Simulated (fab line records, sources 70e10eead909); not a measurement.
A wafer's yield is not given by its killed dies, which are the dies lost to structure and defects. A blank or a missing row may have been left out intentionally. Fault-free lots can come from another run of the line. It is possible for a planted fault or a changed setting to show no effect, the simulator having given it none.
Shared-tool check | flow nand harc | Sample size 13 lots and 39 wafers

WHY THIS WAS OPENED
Flagged at NHARC_A_ONON_D2_THK_MEAS_14: reading thk nm, on 2 of 13 lots. No-fault wafers: 1000 nm, standard deviation 11.
Rule: a lot is flagged in two cases, either no wafer of it has a number, or all its wafers with numbers fall more than 4 standard deviations from that mean. The other lots count as sound.

lot  | measured     | on            | thk nm (nm), wafer by wafer | flag
L399 | day 12 10:35 | film metro-01 | 994 995 996                 |
L398 | day 12 10:49 | film metro-01 | 1000 999 1000               |
L400 | day 13 04:16 | film metro-01 | 1003 1005 1005              |
L407 | day 15 17:37 | film metro-02 | 643 640 643                 | FLAGGED
L409 | day 16 15:45 | film metro-01 | 668 667 666                 | FLAGGED
L410 | day 17 06:02 | film metro-02 | 993 994 995                 |
L414 | day 19 05:07 | film metro-01 | 1000 998 1002               |
L415 | day 19 13:14 | film metro-02 | 1006 1005 1006              |
L417 | day 20 10:40 | film metro-02 | 997 995 996                 |
L418 | day 20 23:51 | film metro-01 | 997 993 996                 |
L419 | day 21 09:50 | film metro-02 | 1012 1010 1010              |
L420 | day 22 09:47 | film metro-02 | 983 986 985                 |
L421 | day 22 09:49 | film metro-02 | 1003 1002 1001              |
On average the flagged lots' numbers are 654 nm, which is -346 nm against the usual, or -31 standard deviations.

EACH LOT AND THE TOOL IT RAN ON
The record holds 3 process steps before the reading, out of a route of 1302 steps. In each cell: the tool, then ch and the chambers that the sampled wafers went through, then the start.
lot  | flag    | NHARC_A_CHANNEL_FILL_D1_ALD_14   | NHARC_A_CHANNEL_FILL_D1_CMP_10 | NHARC_A_ONON_D2_DEP_12
L399 |         | ald hk-03 ch 0,1, day 9 05:35    | cmp-01 ch 1,2,3, day 10 22:15  | pecvd onon-04 ch 0, day 12 10:08
L398 |         | ald hk-01 ch 0,1, day 9 05:35    | cmp-04 ch 0,1,3, day 10 22:19  | pecvd onon-02 ch 0, day 12 10:17
L400 |         | ald hk-03 ch 0,3, day 9 19:55    | cmp-02 ch 2,3, day 11 14:56    | pecvd onon-03 ch 0, day 13 03:52
L407 | FLAGGED | ald hk-02 ch 0,1, day 12 12:22   | cmp-02 ch 0,3, day 14 05:14    | pecvd onon-04 ch 0, day 15 17:10
L409 | FLAGGED | ald hk-03 ch 2,3, day 13 09:07   | cmp-01 ch 1,2,3, day 15 02:41  | pecvd onon-04 ch 0, day 16 15:25
L410 |         | ald hk-02 ch 0,3, day 13 22:35   | cmp-02 ch 0,1,3, day 15 15:32  | pecvd onon-02 ch 0, day 17 05:37
L414 |         | ald hk-03 ch 0,2, day 15 21:22   | cmp-02 ch 1,2, day 17 13:55    | pecvd onon-02 ch 0, day 19 04:44
L415 |         | ald hk-02 ch 0,1, day 16 06:17   | cmp-01 ch 0,2,3, day 17 23:26  | pecvd onon-04 ch 0, day 19 12:44
L417 |         | ald hk-03 ch 1,2,3, day 16 22:29 | cmp-02 ch 2,3, day 18 18:33    | pecvd onon-04 ch 0, day 20 10:16
L418 |         | ald hk-01 ch 0,1, day 17 14:59   | cmp-02 ch 0,2,3, day 19 07:37  | pecvd onon-04 ch 0, day 20 23:20
L419 |         | ald hk-03 ch 0,2, day 17 22:14   | cmp-04 ch 0,1, day 19 14:43    | pecvd onon-04 ch 0, day 21 09:23
L420 |         | ald hk-01 ch 0,2,3, day 18 22:41 | cmp-02 ch 0,2,3, day 20 15:50  | pecvd onon-04 ch 0, day 22 09:23
L421 |         | ald hk-01 ch 0,1,3, day 18 22:26 | cmp-04 ch 0,2,3, day 20 15:47  | pecvd onon-03 ch 0, day 22 09:25
What is done by these steps:
- NHARC_A_CHANNEL_FILL_D1_ALD_14: deposits SiO2, target thk 2.5 nm, pulse time 10 s, ald cycles 25.
- NHARC_A_CHANNEL_FILL_D1_CMP_10: polishes, target thk 150 nm.
- NHARC_A_ONON_D2_DEP_12: target thk 1000 nm.
- NHARC_A_ONON_D2_THK_MEAS_14: measures by ellipsometry.

FLAGGED AGAINST TOTAL, ONE TOOL AT A TIME (gauges that did the reading follow at the end)
step                           | tool          | lots run | flagged | share of the flagged lots | sound lots run after its first flagged lot
NHARC_A_CHANNEL_FILL_D1_ALD_14 | ald hk-01     | 4        | 0       | none                      | -
NHARC_A_CHANNEL_FILL_D1_ALD_14 | ald hk-02     | 3        | 1       | some                      | 2 (L410,L415)
NHARC_A_CHANNEL_FILL_D1_ALD_14 | ald hk-03     | 6        | 1       | some                      | 3 (L414,L417,L419)
NHARC_A_CHANNEL_FILL_D1_CMP_10 | cmp-01        | 3        | 1       | some                      | 1 (L415)
NHARC_A_CHANNEL_FILL_D1_CMP_10 | cmp-02        | 7        | 1       | some                      | 5 (L410,L414,L417,L418,L420)
NHARC_A_CHANNEL_FILL_D1_CMP_10 | cmp-04        | 3        | 0       | none                      | -
NHARC_A_ONON_D2_DEP_12         | pecvd onon-02 | 3        | 0       | none                      | -
NHARC_A_ONON_D2_DEP_12         | pecvd onon-03 | 2        | 0       | none                      | -
NHARC_A_ONON_D2_DEP_12         | pecvd onon-04 | 8        | 2       | all                       | 5 (L415,L417,L418,L419,L420)
NHARC_A_ONON_D2_THK_MEAS_14    | film metro-01 | 6        | 1       | some                      | 2 (L414,L418)
NHARC_A_ONON_D2_THK_MEAS_14    | film metro-02 | 7        | 1       | some                      | 6 (L410,L415,L417,L419,L420,L421)

THE TABLE: WHAT IT ALLOWS
All flagged lots share 1 row of the table, namely pecvd onon-04 at NHARC_A_ONON_D2_DEP_12.
- pecvd onon-04 at NHARC_A_ONON_D2_DEP_12 ran 8 lots, 2 of them flagged. Lots that were sound ran on it after the first flagged one (L415, L417, L418, L419, L420); a persistent fault on the entire tool would not allow that.
No row of the table ran every flagged lot and no sound lot after the first.

WHAT HAD BEEN PUT IN BY THE SIMULATOR
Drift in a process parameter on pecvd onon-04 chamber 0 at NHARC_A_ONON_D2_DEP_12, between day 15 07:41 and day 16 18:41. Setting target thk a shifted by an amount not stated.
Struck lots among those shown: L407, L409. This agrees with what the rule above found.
